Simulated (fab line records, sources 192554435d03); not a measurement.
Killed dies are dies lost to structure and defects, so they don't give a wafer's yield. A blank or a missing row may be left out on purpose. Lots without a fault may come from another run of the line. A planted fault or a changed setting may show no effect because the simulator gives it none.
Which tool did it? | flow n5_finfet | 10 lots, 28 wafers sampled, at 1 step of a route of 1938

WHAT THE GAUGES READ, wafer by wafer
N5_BEOL_M0_SAQP_THK_MEAS_05.
lot  | measured     | on            | thk_nm (nm)
L655 | day 5 21:23  | film_metro-02 | 58.8 58.6 59.5
L656 | day 6 04:25  | film_metro-02 | 59.3 59.2 59.9
L657 | day 6 12:41  | film_metro-01 | 58.9 59.9 61.7
L661 | day 7 10:05  | film_metro-01 | 58.6 60.7
L662 | day 7 12:59  | film_metro-02 | 60.1 60.1
L667 | day 9 20:50  | film_metro-02 | 59.6 60.8 60.0
L668 | day 9 20:56  | film_metro-01 | 59.9 61.2 60.9
L670 | day 9 23:08  | film_metro-01 | 59.7 60.2 60.4
L669 | day 9 23:23  | film_metro-01 | 60.2 61.2 60.5
L676 | day 11 10:22 | film_metro-01 | 59.7 61.1 61.1

WHICH TOOL RAN EACH LOT (tool, then ch and the chambers of the sampled wafers, then the start)
The record holds no process step before these readings.

THE ANSWER, worked out from the rows above alone
Rule: what is usual is taken from the lots themselves. Put in order of their means at a reading, lots are off if they are a third of the lots or fewer, leave a main group of 4 or more, and stand apart from it by a gap of 3 or more times the standard deviation of the main group's means; of several such gaps the widest counts. A main group whose means are all the same, to the digits that the tables above print for the reading, isn't used. A lot without any number at a reading at which 4 lots or more have one is off too. The other lots that the step has rows for count as sound.
No lot is off at any reading shown: from this, nothing can be told.

WHAT THE SIMULATOR HAD PUT IN
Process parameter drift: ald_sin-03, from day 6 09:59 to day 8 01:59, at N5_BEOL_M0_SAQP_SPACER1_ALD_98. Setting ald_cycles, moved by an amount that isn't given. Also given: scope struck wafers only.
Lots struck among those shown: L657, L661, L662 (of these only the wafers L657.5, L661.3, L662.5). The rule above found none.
